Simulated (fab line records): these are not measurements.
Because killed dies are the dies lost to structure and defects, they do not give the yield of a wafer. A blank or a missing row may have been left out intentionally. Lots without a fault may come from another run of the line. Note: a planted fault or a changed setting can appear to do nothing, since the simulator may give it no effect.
fab line records ; flow n5_finfet ; part 2 of 2: steps 29 to 35 of 35
[record] lots = 5; wafers = 15; last_day = 15
route steps=1938 shown PASSIVATION@1901
lots with no fault: from the same line, run without faults
start_h: hours from the record's first day to the start of the lot's first wafer shown ; wait_h: hours elapsed since this lot's preceding step ; " unchanged from the row above ; L1.1+2: a row that stands for several wafers ; - either no value or no given start ; * or withheld: withheld ; < > ~ a bound
route shown NAME@n: a module of which the file shows steps, and the number in the route of the first ; usual: mean/standard deviation of fault-free wafers ; same: alike in all rows ; chamber/n: place in a boat ; sites: per-site readings ; _std_site: standard deviation of those values ; _edge_site: inner sites' mean taken away from outer sites' mean ; radius_mm: for every site, how far away it sits from the centre of the wafer ; mask NAME#n: copy n ; behind: the most recent tool/chamber to have shaped the wafer ; hold: why the lot was held/for how many hours/how that ended ; device: the transistor (n, p or np) that didn't switch ; end of line: at the end of the route, the tests of the same wafers ; step lacking rows: just its recipe ; killed: dies that structure and defects cost at the first sort, which is not the same as the wafer's yield ; map: the dies of a wafer, with x for killed, . for not killed, _ for no die there
set.NAME: the setting that was run; set.NAME@STEP: the one run at that earlier step ; model.NAME: the simulator's own value behind a step, which no gauge read
lots seen at some steps along the route; tables by step, rows by wafer
services: when a tool's chamber went out of use (start_h, in hours from the record's first day, below 0 if earlier), for how many hours, and the reason
[[steps]]
[step N5_PASSIVATION_PASS_ETCH_47]
[recipe] chemistry = CF4/O2; target = SiNx; target_depth_a = 7700; time_s = 385; ion_energy_ev = 100; pressure_mtorr = 40; source_w = 535; bias_w = 49; Ar_flow_sccm = 100; cf4_flow_sccm = 100; O2_flow_sccm = 10
[usual] O2_flow_sccm = 10.003/0.029; drypump_motor_current_A = 5.8/0.42; oes_product_au = 0.79/0.07; rf_vpp_V = 241.5/2.3; showerhead_plenum_p_Torr = 2.24/0.069; throttle_valve_pct = 15.73/0.24
lot.wafer;tool;chamber;start_h;wait_h;O2_flow_sccm;drypump_motor_current_A;oes_product_au;rf_hours_counter_h;rf_vpp_V;showerhead_plenum_p_Torr;throttle_valve_pct
L079.2;rie_diel-04;3;282.78;0.0;9.985;5.5;0.87;45;240.5;2.24;15.55
L079.3;rie_diel-04;1;282.78;0.0;10.010;6.0;0.81;96;242.5;2.23;15.56
L079.5;rie_diel-04;1;282.78;0.0;10.008;6.0;0.81;-;242.7;2.23;15.54
L076.1;rie_diel-05;0;283.98;0.0;10.013;5.1;0.83;58;241.1;2.32;15.87
L076.2;rie_diel-05;1;283.98;0.0;9.997;5.6;0.71;179;244.7;2.28;15.78
L076.4;rie_diel-05;3;283.98;0.0;9.984;5.9;0.92;16;242.8;2.16;15.64
L078.2;rie_diel-06;0;286.38;0.0;9.981;5.9;0.71;193;239.4;2.19;15.80
L078.3;rie_diel-06;2;286.38;0.0;9.998;5.6;0.73;192;239.2;2.10;15.99
L078.6;rie_diel-06;1;286.38;0.0;10.021;6.4;0.83;-;241.0;2.31;15.85
L083.2;rie_diel-05;2;320.40;0.0;10.053;5.8;0.83;79;240.5;2.23;15.39
L083.3;rie_diel-05;0;320.40;0.0;10.036;5.1;0.81;71;239.3;2.32;15.88
L083.6;rie_diel-05;1;320.40;0.0;10.024;5.7;0.70;-;244.3;2.28;15.81
L084.3;rie_diel-05;3;353.13;0.0;10.024;5.9;0.87;41;242.5;2.16;15.66
L084.4;rie_diel-05;1;353.13;0.0;9.980;5.7;0.68;-;242.5;2.27;15.84
L084.5;rie_diel-05;3;353.13;0.0;10.045;5.9;0.87;-;242.5;2.16;15.67
[step N5_PASSIVATION_ETCH_54]
[recipe] chemistry = CHF3/O2; target = SiO2; target_depth_a = 8800; CHF3_flow_sccm = 50; O2_flow_sccm = 5; Ar_flow_sccm = 200; time_s = 440; mask_material = PR; pressure_mtorr = 30; source_w = 650; bias_w = 170; ion_energy_ev = 200
[usual] CHF3_flow_sccm = 50.00/0.14; O2_flow_sccm = 5.002/0.016; drypump_motor_current_A = 5.8/0.42; oes_product_au = 0.79/0.071; rf_vpp_V = 525/4.6; showerhead_plenum_p_Torr = 2.44/0.076; throttle_valve_pct = 18.65/0.25
lot.wafer;tool;chamber;start_h;wait_h;CHF3_flow_sccm;O2_flow_sccm;drypump_motor_current_A;oes_product_au;rf_hours_counter_h;rf_vpp_V;showerhead_plenum_p_Torr;throttle_valve_pct
L079.2;rie_diel-04;3;283.00;0.1;50.09;5.017;5.5;0.86;45;527;2.45;18.47
L079.3;rie_diel-04;1;283.00;0.1;50.00;5.006;6.0;0.82;97;527;2.44;18.48
L079.5;rie_diel-04;1;283.00;0.1;50.17;5.012;6.0;0.80;-;526;2.44;18.46
L076.1;rie_diel-05;0;284.21;0.1;49.87;5.028;5.0;0.83;58;523;2.54;18.81
L076.2;rie_diel-05;1;284.21;0.1;49.93;5.003;5.7;0.71;179;530;2.50;18.67
L076.4;rie_diel-05;3;284.21;0.1;49.81;4.973;5.9;0.91;16;526;2.37;18.61
L078.2;rie_diel-06;0;286.61;0.1;50.00;4.993;5.9;0.70;193;518;2.39;18.71
L078.3;rie_diel-06;2;286.61;0.1;49.80;4.992;5.6;0.74;193;521;2.30;18.89
L078.6;rie_diel-06;1;286.61;0.1;50.04;5.008;6.5;0.82;-;525;2.53;18.75
L083.2;rie_diel-05;2;320.63;0.1;49.86;5.007;5.8;0.83;79;523;2.43;18.27
L083.3;rie_diel-05;0;320.63;0.1;50.23;4.987;5.1;0.82;72;523;2.54;18.86
L083.6;rie_diel-05;1;320.63;0.1;49.94;5.010;5.7;0.69;-;531;2.49;18.70
L084.3;rie_diel-05;3;353.35;0.1;50.34;5.002;5.9;0.87;41;525;2.36;18.64
L084.4;rie_diel-05;1;353.35;0.1;50.02;4.981;5.6;0.69;-;530;2.48;18.72
L084.5;rie_diel-05;3;353.35;0.1;50.05;5.013;5.9;0.87;-;525;2.36;18.65
[step N5_PASSIVATION_STRIP_48]
[recipe] chemistry = O2; power_w = 600; temp_c = 60; pressure_mtorr = 30; rf_frequency_hz = 6e+07; bias_power_w = 0; overash_fraction = 0.5; o2_flow_sccm = 225
[usual] drypump_motor_current_A = 5.8/0.42; oes_product_au = 0.79/0.074; rf_vpp_V = 3.7/2.5; showerhead_plenum_p_Torr = 2.13/0.069; throttle_valve_pct = 16.53/0.25
lot.wafer;tool;chamber;start_h;wait_h;drypump_motor_current_A;oes_product_au;rf_hours_counter_h;rf_vpp_V;showerhead_plenum_p_Torr;throttle_valve_pct
L079.2;rie_diel-04;3;283.29;0.1;5.6;0.85;45;0;2.13;16.35
L079.3;rie_diel-04;1;283.29;0.1;6.0;0.80;97;2.2;2.11;16.33
L079.5;rie_diel-04;1;283.29;0.1;6.0;0.85;-;3.5;2.11;16.31
L076.1;rie_diel-05;0;284.49;0.1;5.1;0.81;58;1.6;2.22;16.64
L076.2;rie_diel-05;1;284.49;0.1;5.6;0.69;179;3.0;2.17;16.59
L076.4;rie_diel-05;3;284.49;0.1;5.9;0.90;16;2.6;2.06;16.44
L078.2;rie_diel-06;0;286.90;0.1;5.9;0.70;193;2.6;2.09;16.63
L078.3;rie_diel-06;2;286.90;0.1;5.6;0.70;193;4.5;1.99;16.75
L078.6;rie_diel-06;1;286.90;0.1;6.4;0.85;-;2.8;2.21;16.62
L083.2;rie_diel-05;2;320.91;0.1;5.8;0.83;79;2.3;2.12;16.18
L083.3;rie_diel-05;0;320.91;0.1;5.1;0.81;72;6.4;2.21;16.70
L083.6;rie_diel-05;1;320.91;0.1;5.7;0.68;-;10.4;2.16;16.51
L084.3;rie_diel-05;3;353.64;0.1;5.9;0.85;41;3.6;2.05;16.52
L084.4;rie_diel-05;1;353.64;0.1;5.6;0.67;-;6.2;2.16;16.60
L084.5;rie_diel-05;3;353.64;0.1;5.9;0.86;-;4.5;2.05;16.43
[step N5_PASSIVATION_STRIP_52]
[recipe] chemistry = post_etch_residue_remover; time_s = 1200; temp_c = 72.5
lot.wafer;tool;chamber;start_h;wait_h
L079.2+3+5;wet_bench-06;3,5,1;283.36;-
L076.1+2+4;wet_bench-05;2,0,1;284.56;-
L078.2+3+6;wet_bench-06;3,5,0;286.97;-
L083.2+3+6;wet_bench-03;4,7,1;320.98;-
L084.3+4+5;wet_bench-05;3,7,0;353.71;-
[step N5_PASSIVATION_CLEAN_71]
[recipe] chemistry = IPA; time_s = 180; temp_c = 25
lot.wafer;tool;chamber;start_h;wait_h
L079.2+3+5;wet_bench-06;3,5,1;283.69;0.0
L076.1+2+4;wet_bench-05;2,0,1;284.90;0.0
L078.2+3+6;wet_bench-06;3,5,0;287.30;0.0
L083.2+3+6;wet_bench-03;4,7,1;321.35;0.0
L084.3+4+5;wet_bench-05;3,7,0;354.04;0.0
[step N5_PASSIVATION_SRD_72]
[recipe] dry = ipa_marangoni; time_s = 30; temp_c = 23; rinse_liquid = diw
lot.wafer;tool;chamber;start_h;wait_h
L079.2+3+5;wet_bench-06;3,5,1;283.75;0.0
L076.1+2+4;wet_bench-05;2,0,1;284.95;0.0
L078.2+3+6;wet_bench-06;3,5,0;287.36;0.0
L083.2+3+6;wet_bench-03;4,7,1;321.40;0.0
L084.3+4+5;wet_bench-05;3,7,0;354.10;0.0
[step N5_PASSIVATION_ANNEAL_56]
[recipe] temp_c = 400; time_s = 1800; ambient = FGA; idle_temp_c = 300; ramp_up_c_per_min = 5; ramp_down_c_per_min = 3
[usual] spike_tc_upper_C = 400.2/1; zone_power_bottom_pct = 6.4/0.62
lot.wafer;tool;chamber;start_h;wait_h;spike_tc_upper_C;zone_power_bottom_pct
L079.2;furnace-02;0;284.80;1.0;398.8;6.5
L079.3;furnace-02;0;284.80;1.0;398.4;6.4
L079.5;furnace-02;0;284.80;1.0;401.0;6.6
L076.1;furnace-03;0;286.40;1.4;399.6;5.6
L076.2;furnace-03;0;286.40;1.4;400.5;5.6
L076.4;furnace-03;0;286.40;1.4;399.8;5.6
L078.2;furnace-01;0;287.40;0.0;400.8;6.8
L078.3;furnace-01;0;287.40;0.0;398.9;7.1
L078.6;furnace-01;0;287.40;0.0;399.9;7.0
L083.2;furnace-03;0;321.45;0.0;400.6;5.5
L083.3;furnace-03;0;321.45;0.0;401.0;5.6
L083.6;furnace-03;0;321.45;0.0;401.1;5.5
L084.3;furnace-03;0;354.14;0.0;401.1;5.6
L084.4;furnace-03;0;354.14;0.0;399.3;5.5
L084.5;furnace-03;0;354.14;0.0;400.3;5.5
[[services]]
tool;chamber;start_h;hours;kind
krf_scanner-02;-;256.70;3.6;pm
rie_metal-03;0;265.79;4.4;repair
krf_scanner-01;-;270.20;0.4;repair
pecvd-02;2;273.24;6.8;repair
krf_scanner-02;-;280.31;0.8;repair
pecvd-01;1;289.93;18.0;repair
krf_scanner-01;-;292.31;1.1;repair
pecvd-01;0;293.05;6.1;repair
krf_scanner-01;-;294.18;1.0;pm
furnace-03;-;307.75;11.4;repair
rie_metal-03;-;313.19;2.8;pm
krf_scanner-02;-;313.37;0.4;repair
rie_diel-04;0;314.36;2.7;repair
pecvd-01;2;315.64;3.9;repair
krf_scanner-01;-;316.78;0.8;pm
pecvd-01;-;318.23;0.4;repair
litho_track-04;-;318.41;-;consumable_replace:filter
pecvd-01;2;320.63;5.5;scheduled_down
rie_metal-01;-;321.67;1.0;repair
krf_scanner-01;-;323.69;1.3;pm
krf_scanner-02;-;335.44;1.3;pm
krf_scanner-01;0;340.16;-;calibration
rie_diel-05;0;344.58;14.1;repair
rie_diel-04;-;351.06;0.5;repair
